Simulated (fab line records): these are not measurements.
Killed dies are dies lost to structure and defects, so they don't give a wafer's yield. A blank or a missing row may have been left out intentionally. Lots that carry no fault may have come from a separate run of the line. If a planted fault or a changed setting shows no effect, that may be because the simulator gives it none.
A single fault, viewed from 2 desks | flow n5-finfet | every desk sees just its own numbers, and what lay behind them comes last

METROLOGY DESK
What the gauges read, lot by lot, whatever tool the lot ran on: means of the sampled wafers that have a number. Any lot whose mean is over 4 standard deviations away from the usual mean is out of limits and marked OUT; that distance is given in the brackets.
Columns: A = trench-depth-nm at N5_BEOL_M6_OCD_MEAS_38, usual 94.4 nm; B = cd-nm at N5_BEOL_M6_CD_MEAS_35, usual 40.3 nm
lot  | first seen here | A    | B
L866 | day 10 01:20    | 93.3 | 40.1
L869 | day 10 20:40    | 92.8 | 39.2
L877 | day 12 20:04    | 94.7 | 40.5
L878 | day 13 06:52    | 91.7 | 40.8
L882 | day 14 06:02    | 93.5 | 39.7
This desk's finding: nothing out of limits on any of the 5 lots.

AT THE TOOL OWNER'S DESK: cvd-co-01
The tool's own readings at N5_BEOL_M6_CVD_78 (deposits Co from CCTBA/H2, target thk 2 nm, time 142.3 s): means of the sampled wafers that have a number, for each lot that ran on this tool. Any lot whose mean is over 4 standard deviations away from the usual mean is out of limits and marked OUT; that distance is given in the brackets.
Columns: A = run-length-s at N5_BEOL_M6_CVD_78, usual 165.5 s
lot  | first seen here | A
L869 | day 10 22:04    | 165.9
L878 | day 13 08:29    | 167.9 (+4.1) OUT
Finding of this desk: L878 out of limits; the first was L878 at day 13 08:29, on run-length-s at N5_BEOL_M6_CVD_78. Within limits: L869.

PUT TOGETHER
At day 13 08:29, on L878, the tool owner's desk was in a position to raise an alarm.
Metrology desk: nothing out of limits seen.
The metrology desk has L878 on record, within its limits.
Every lot named ran N5_BEOL_M6_CVD_78 on cvd-co-01.

WHAT HAD BEEN PUT IN BY THE SIMULATOR
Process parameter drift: cvd-co-01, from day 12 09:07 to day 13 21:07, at N5_BEOL_M6_CVD_78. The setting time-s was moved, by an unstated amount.
Lots struck among those shown: L878.
How many hours passed from the start of the fault until each desk's first out-of-limits reading: the tool owner's desk, 23.
